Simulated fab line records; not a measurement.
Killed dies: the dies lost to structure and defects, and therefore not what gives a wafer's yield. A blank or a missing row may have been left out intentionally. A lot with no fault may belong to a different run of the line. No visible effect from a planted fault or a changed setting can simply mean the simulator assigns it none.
One fault seen from 2 desks / flow n5Finfet / each desk holds nothing but its own numbers, with what lay behind them at the end

TOOL OWNER'S DESK, aldSin-04
The tool's own readings at N5_SDB_ALD_29 (deposits SiNx, target thk 30 nm, pulse time 1 s, ald cycles 600): means of the sampled wafers that have a number, for each lot that ran on this tool. Marked OUT: a lot whose mean sits more than 4 standard deviations from the usual mean, which makes it out of limits; the brackets give that distance.
Columns: A = heaterPowerW at N5_SDB_ALD_29, usual 807 W; B = precursorPulseHeightRel at N5_SDB_ALD_29, usual 0.999
lot=L355; first seen here=day 5 02:13; A=864; B=1.015
lot=L364; first seen here=day 7 11:37; A=872; B=0.990
Result from this desk: across the 2 lots, nothing is out of limits.

FROM THE METROLOGY DESK
Lot by lot, what the gauges showed, no matter which tool ran the lot: averages of those sampled wafers that carry a number. Marked OUT: a lot whose mean sits more than 4 standard deviations from the usual mean, which makes it out of limits; the brackets give that distance. Shown here are 7 of its 10 readings, the ones lying furthest out on some lot.
Columns: A = DIBL_N at N5_BEOL_M4_RC_MEAS_101, usual 35.1 mV/V; B = DIBL_P at N5_BEOL_M4_RC_MEAS_101, usual 35.2 mV/V; C = IOFF_N at N5_BEOL_M4_RC_MEAS_101, usual 0.146 nA/um; D = IOFF_P at N5_BEOL_M4_RC_MEAS_101, usual 0.20 nA/um; E = ION_P at N5_BEOL_M4_RC_MEAS_101, usual 462 uA/um; F = SS_N at N5_BEOL_M4_RC_MEAS_101, usual 71.2 mV/dec; G = SS_P at N5_BEOL_M4_RC_MEAS_101, usual 73.1 mV/dec
lot=L355; first seen here=day 9 02:07; A=37.0; B=37.4; C=0.182; D=0.19; E=451; F=72.1; G=74.0
lot=L364; first seen here=day 12 03:46; A=34.1; B=34.5; C=0.128; D=0.16; E=462; F=70.6; G=72.3
lot=L372; first seen here=day 14 12:11; A=35.1; B=34.9; C=0.143; D=0.18; E=463; F=71.1; G=73.2
Result from this desk: across the 3 lots, nothing is out of limits.

BROUGHT TOGETHER
The desk of the tool owner found nothing out of limits.
At the metrology desk, nothing out of limits was observed.

WHAT THE SIMULATOR HAD PUT IN
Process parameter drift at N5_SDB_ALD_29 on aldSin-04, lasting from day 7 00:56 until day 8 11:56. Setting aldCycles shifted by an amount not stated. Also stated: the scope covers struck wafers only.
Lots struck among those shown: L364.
